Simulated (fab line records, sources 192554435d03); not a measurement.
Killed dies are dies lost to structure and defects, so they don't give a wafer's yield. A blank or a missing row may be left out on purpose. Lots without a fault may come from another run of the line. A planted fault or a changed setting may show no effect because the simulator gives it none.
Chamber matching | flow n5_finfet | N5_BEOL_M1_STRIP_66 on rie_diel-04: 4 sister chambers
The step strips in CF4. 24 wafers are shown with their chamber, then 12 later ones without.

WAFERS WITH THEIR CHAMBER
wafer  | chamber | drypump_motor_current_A (A) | showerhead_plenum_p_Torr (Torr) | oes_product_au (a.u.)
L075.3 | 2       | 5.7                         | 1.73                            | 0.74
L075.4 | 3       | 5.4                         | 1.87                            | 0.73
L075.6 | 2       | 5.7                         | 1.73                            | 0.73
L076.1 | 0       | 5.6                         | 1.77                            | 0.86
L076.2 | 1       | 5.0                         | 1.77                            | 0.70
L076.3 | 3       | 5.4                         | 1.87                            | 0.72
L076.4 | 2       | 5.7                         | 1.73                            | 0.74
L076.5 | 2       | 5.7                         | 1.73                            | 0.73
L076.6 | 3       | 5.4                         | 1.87                            | 0.72
L077.1 | 2       | 5.7                         | 1.73                            | 0.73
L077.4 | 1       | 4.9                         | 1.77                            | 0.70
L077.5 | 1       | 5.0                         | 1.77                            | 0.70
L081.1 | 0       | 5.6                         | 1.77                            | 0.87
L081.3 | 3       | 5.4                         | 1.86                            | 0.71
L081.6 | 0       | 5.6                         | 1.77                            | 0.87
L082.1 | 1       | 5.0                         | 1.76                            | 0.70
L082.4 | 0       | 5.6                         | 1.77                            | 0.86
L082.5 | 0       | 5.6                         | 1.77                            | 0.86
L084.2 | 2       | 5.7                         | 1.73                            | 0.72
L084.4 | 3       | 5.4                         | 1.86                            | 0.70
L084.5 | 1       | 5.0                         | 1.76                            | 0.70
L086.1 | 1       | 5.0                         | 1.76                            | 0.69
L086.3 | 0       | 5.6                         | 1.77                            | 0.84
L086.4 | 2       | 5.7                         | 1.72                            | 0.71

SIGNATURES (means of the wafers above)
reading                  | chamber 0 | chamber 1 | chamber 2 | chamber 3 | scatter within a chamber
drypump_motor_current_A  | 5.600     | 4.983     | 5.700     | 5.400     | 0.0204
showerhead_plenum_p_Torr | 1.7700    | 1.7650    | 1.7286    | 1.8660    | 0.00422
oes_product_au           | 0.8600    | 0.6983    | 0.7286    | 0.7160    | 0.00972
Rule: a wafer's distance from a chamber is the root of the sum, over the readings, of the square of ((its reading less the chamber's mean) divided by the reading's scatter). The wafer belongs to the nearest chamber; if the next one is less than 2 further off, it can't be placed. The scatter: the root of (the sum of the squares of (reading less its chamber's mean) over the shown wafers, divided by (wafers less chambers)).

WAFERS WITHOUT THEIR CHAMBER
wafer  | drypump_motor_current_A (A) | showerhead_plenum_p_Torr (Torr) | oes_product_au (a.u.)
L092.1 | 5.7                         | 1.72                            | 0.71
L092.2 | 5.4                         | 1.86                            | 0.70
L092.5 | 5.7                         | 1.72                            | 0.71
L093.3 | 5.6                         | 1.76                            | 0.83
L093.4 | 5.0                         | 1.76                            | 0.68
L093.6 | 5.7                         | 1.72                            | 0.71
L096.2 | 5.7                         | 1.72                            | 0.71
L096.3 | 5.6                         | 1.76                            | 0.83
L096.4 | 5.6                         | 1.76                            | 0.83
L097.1 | 5.7                         | 1.72                            | 0.71
L097.3 | 5.7                         | 1.76                            | 0.83
L097.6 | 5.7                         | 1.76                            | 0.83

WHICH CHAMBER EACH WENT THROUGH
wafer  | from the rows above | in truth
L092.1 | 2                   | 2
L092.2 | 3                   | 3
L092.5 | 2                   | 2
L093.3 | 0                   | 0
L093.4 | 1                   | 1
L093.6 | 2                   | 2
L096.2 | 2                   | 2
L096.3 | 0                   | 0
L096.4 | 0                   | 0
L097.1 | 2                   | 2
L097.3 | 0                   | 0
L097.6 | 0                   | 0
Placed correctly: 12 of 12. Can't be placed from these rows: 0. Placed wrongly: 0.
